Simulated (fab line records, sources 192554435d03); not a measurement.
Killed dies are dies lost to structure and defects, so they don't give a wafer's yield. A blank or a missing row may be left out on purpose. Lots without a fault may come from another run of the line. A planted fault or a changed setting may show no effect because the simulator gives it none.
Chamber matching | flow n5_finfet | N5_BEOL_M14_DESCUM_33 on rie_diel-05: 4 sister chambers
The step chemistry O2, time 7.9 s. 4 wafers are shown with their chamber, then 11 later ones without.

WAFERS WITH THEIR CHAMBER
wafer  | chamber | showerhead_plenum_p_Torr (Torr)
L084.1 | 0       | 2.24
L087.5 | 2       | 2.22
L087.6 | 1       | 2.05
L089.1 | 3       | 2.12

WAFERS WITHOUT THEIR CHAMBER
wafer  | showerhead_plenum_p_Torr (Torr)
L089.3 | 2.22
L089.4 | 2.23
L090.3 | 2.05
L090.5 | 2.11
L090.6 | 2.23
L092.2 | 2.22
L092.4 | 2.11
L092.6 | 2.23
L096.1 | 2.11
L096.4 | 2.05
L096.6 | 2.22

WHICH CHAMBER EACH WENT THROUGH
wafer  | from the rows above     | in truth
L089.3 | 2                       | 2
L089.4 | can't be placed: 2 or 0 | 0
L090.3 | 1                       | 1
L090.5 | 3                       | 3
L090.6 | can't be placed: 2 or 0 | 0
L092.2 | 2                       | 2
L092.4 | 3                       | 3
L092.6 | can't be placed: 2 or 0 | 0
L096.1 | 3                       | 3
L096.4 | 1                       | 1
L096.6 | 2                       | 2
Placed correctly: 8 of 11. Can't be placed from these rows: 3 (the true chamber is among the candidates in 3). Placed wrongly: 0.
How it was worked out, from the rows above alone: a wafer's distance from a chamber is the root of the sum, over the readings, of the square of ((its reading less the chamber's mean) divided by the reading's scatter). The wafer belongs to the nearest chamber; if the next one is less than 2 further off, it can't be placed. A chamber's mean is the mean of its shown wafers. The scatter: with one shown wafer a chamber, the root of the mean of the squares of how far each hidden wafer lies from its nearest shown one.
